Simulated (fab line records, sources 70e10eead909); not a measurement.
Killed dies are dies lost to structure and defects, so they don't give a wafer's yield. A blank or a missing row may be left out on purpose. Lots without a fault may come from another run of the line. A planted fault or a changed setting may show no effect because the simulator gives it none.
Which tool did it? | flow nand_harc | 12 lots, 36 wafers sampled, at 2 steps of a route of 1159

WHAT THE GAUGES READ, wafer by wafer
NHARC_P_M2_INSPECT_27.
lot  | measured     | on                | raw_defect_count
L074 | day 6 11:08  | defect_inspect-02 | 369 265 341
L078 | day 7 04:36  | defect_inspect-02 | 401 342 259
L080 | day 7 11:16  | defect_inspect-02 | 215 188 205
L081 | day 8 05:05  | defect_inspect-01 | 292 335 293
L083 | day 8 06:32  | defect_inspect-02 | 300 311 207
L084 | day 8 20:55  | defect_inspect-01 | 268 321 609
L086 | day 9 14:55  | defect_inspect-02 | 216 182 234
L089 | day 10 09:36 | defect_inspect-02 | 343 456 455
L091 | day 10 16:27 | defect_inspect-01 | 353 343 470
L092 | day 10 17:10 | defect_inspect-02 | 325 285 374
L095 | day 11 10:43 | defect_inspect-02 | 217 447 437
L097 | day 12 03:01 | defect_inspect-01 | 223 214 263

WHICH TOOL RAN EACH LOT (tool, then ch and the chambers of the sampled wafers, then the start)
lot  | NHARC_P_M2_PRE_CLEAN_30
L074 | pvd_sputter-02, day 6 11:08 or earlier
L078 | pvd_sputter-01, day 7 04:36 or earlier
L080 | pvd_sputter-03, day 7 11:16 or earlier
L081 | pvd_sputter-03, day 8 05:05 or earlier
L083 | pvd_sputter-03, day 8 06:32 or earlier
L084 | pvd_sputter-01, day 8 20:55 or earlier
L086 | pvd_sputter-01, day 9 14:55 or earlier
L089 | pvd_sputter-01, day 10 09:36 or earlier
L091 | pvd_sputter-03, day 10 16:27 or earlier
L092 | pvd_sputter-03, day 10 17:10 or earlier
L095 | pvd_sputter-03, day 11 10:43 or earlier
L097 | pvd_sputter-03, day 12 03:01 or earlier
- NHARC_P_M2_PRE_CLEAN_30: time 30 s.

THE ANSWER, worked out from the rows above alone
Rule: what is usual is taken from the lots themselves. Put in order of their means at a reading, lots are off if they are a third of the lots or fewer, leave a main group of 4 or more, and stand apart from it by a gap of 3 or more times the standard deviation of the main group's means; of several such gaps the widest counts. A main group whose means are all the same, to the digits that the tables above print for the reading, isn't used. A lot without any number at a reading at which 4 lots or more have one is off too. The other lots that the step has rows for count as sound.
No lot is off at any reading shown: from this, nothing can be told.

WHAT THE SIMULATOR HAD PUT IN
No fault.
